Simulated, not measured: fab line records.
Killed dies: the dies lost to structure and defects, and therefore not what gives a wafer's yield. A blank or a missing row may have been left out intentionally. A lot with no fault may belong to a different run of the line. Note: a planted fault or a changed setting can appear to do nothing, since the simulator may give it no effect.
Which tool was responsible? | flow nand harc | 14 lots with 42 wafers sampled at 2 steps, on a route of 1302 steps

## WHAT EACH GAUGE READ, for each wafer
NHARC_P_STI_OCD_MEAS_43. Usual: trench depth nm 300 nm, standard deviation 6.2; trench foot cd nm 158 nm, standard deviation 3.3.
lot  | measured     | on     | trench depth nm (nm) | trench foot cd nm (nm) | flag
L684 | day 3 00:06  | ocd-01 | 304 304 298          | 158 156 162            |
L687 | day 4 05:43  | ocd-02 | 291 302 303          | 157 154 157            |
L688 | day 4 14:34  | ocd-01 | 296 293 308          | 157 158 159            |
L689 | day 5 00:24  | ocd-01 | 307 297 293          | 163 161 164            |
L690 | day 5 09:32  | ocd-01 | 296 309 296          | 160 162 166            |
L691 | day 5 20:25  | ocd-02 | 304 303 303          | 158 159 159            |
L696 | day 7 21:37  | ocd-01 | 297 288 290          | 154 159 155            |
L697 | day 8 12:01  | ocd-02 | 306 300 304          | 156 155 155            |
L701 | day 9 22:13  | ocd-02 | 298 299 297          | 163 166 163            |
L702 | day 10 10:53 | ocd-02 | 296 300 298          | 155 153 157            |
L703 | day 10 21:28 | ocd-02 | 311 309 295          | 152 155 152            |
L704 | day 11 06:37 | ocd-02 | 300 300 298          | 157 156 157            |
L705 | day 11 14:24 | ocd-01 | 312 310 294          | 161 161 164            |
L706 | day 12 01:11 | ocd-02 | 292 307 294          | 159 164 163            |

## TOOL THAT RAN EACH LOT (tool first, then ch and the chambers of the sampled wafers, then the start)
lot  | NHARC_P_STI_DESCUM_14
L684 | rie diel-13 ch 0,2,3, day 2 23:05
L687 | rie diel-05 ch 0,2,3, day 4 04:41
L688 | rie diel-10 ch 1,3, day 4 13:32
L689 | rie diel-10 ch 0,3, day 4 23:22
L690 | rie diel-10 ch 0,1,3, day 5 08:30
L691 | rie diel-05 ch 1,2, day 5 19:20
L696 | rie diel-13 ch 0,2,3, day 7 20:34
L697 | rie diel-13 ch 0,1,3, day 8 10:56
L701 | rie diel-05 ch 0,1,3, day 9 21:11
L702 | rie diel-05 ch 0,1,2, day 10 09:53
L703 | rie diel-13 ch 0,2,3, day 10 20:26
L704 | rie diel-13 ch 0,1,3, day 11 05:35
L705 | rie diel-05 ch 1,2,3, day 11 13:22
L706 | rie diel-05 ch 1,2, day 12 00:08
- NHARC_P_STI_DESCUM_14: chemistry O2, time 3 s.

## AS READ BY THE TOOLS THEMSELVES (means over the sampled wafers that have a number; for cases with no such wafer, the mark the record gives instead)
NHARC_P_STI_DESCUM_14. Usual: drypump motor current A 5.5 A, standard deviation 0.37; oes product au 0.994 a.u., standard deviation 0.016; rf vpp V 57.8 V, standard deviation 0.97; showerhead plenum p Torr 1.91 Torr, standard deviation 0.083; throttle valve pct 11.311 %, standard deviation 0.009.
lot  | tool        | drypump motor current A (A) | oes product au (a.u.) | rf vpp V (V) | showerhead plenum p Torr (Torr) | throttle valve pct (%) | flag
L684 | rie diel-13 | 5.3                         | 0.979                 | 57.0         | 1.93                            | 11.304                 |
L687 | rie diel-05 | 5.8                         | 0.996                 | 58.1         | 1.93                            | 11.313                 |
L688 | rie diel-10 | 5.4                         | 1.001                 | 57.0         | 1.82                            | 11.311                 |
L689 | rie diel-10 | 5.4                         | 1.013                 | 57.8         | 1.86                            | 11.298                 |
L690 | rie diel-10 | 5.6                         | 1.005                 | 57.3         | 1.84                            | 11.317                 |
L691 | rie diel-05 | 5.7                         | 0.994                 | 57.7         | 1.83                            | 11.308                 |
L696 | rie diel-13 | 5.3                         | 0.974                 | 57.6         | 1.93                            | 11.311                 |
L697 | rie diel-13 | 5.2                         | 0.995                 | 57.8         | 1.91                            | 11.309                 |
L701 | rie diel-05 | 5.5                         | 0.990                 | 59.0         | 1.92                            | 11.312                 |
L702 | rie diel-05 | 5.7                         | 0.995                 | 57.5         | 1.88                            | 11.316                 |
L703 | rie diel-13 | 5.3                         | 0.999                 | 57.3         | 1.92                            | 11.321                 |
L704 | rie diel-13 | 5.2                         | 0.990                 | 57.4         | 1.90                            | 11.314                 |
L705 | rie diel-05 | 5.7                         | 1.007                 | 58.1         | 1.87                            | 11.309                 |
L706 | rie diel-05 | 5.9                         | 1.007                 | 57.0         | 1.83                            | 11.309                 |

## THE ANSWER, worked out from the rows above alone
Rule: take the mean of a lot's wafers that have a number; if it is more than 3 standard deviations from the usual mean, the lot is off. A lot without any number at a reading at which 4 lots or more have one is off too. Any other lot the step has rows for is counted as sound. Order of review: gauges by route order, followed by the tools' own readings, for which a lot's mean as printed above is used. The first step at which some lot is off is used, and at that step the reading that is off furthest; a lot without a number counts as furthest.
Nothing can be told from this: no lot is off at any reading shown.

## WHAT THE SIMULATOR PUT IN
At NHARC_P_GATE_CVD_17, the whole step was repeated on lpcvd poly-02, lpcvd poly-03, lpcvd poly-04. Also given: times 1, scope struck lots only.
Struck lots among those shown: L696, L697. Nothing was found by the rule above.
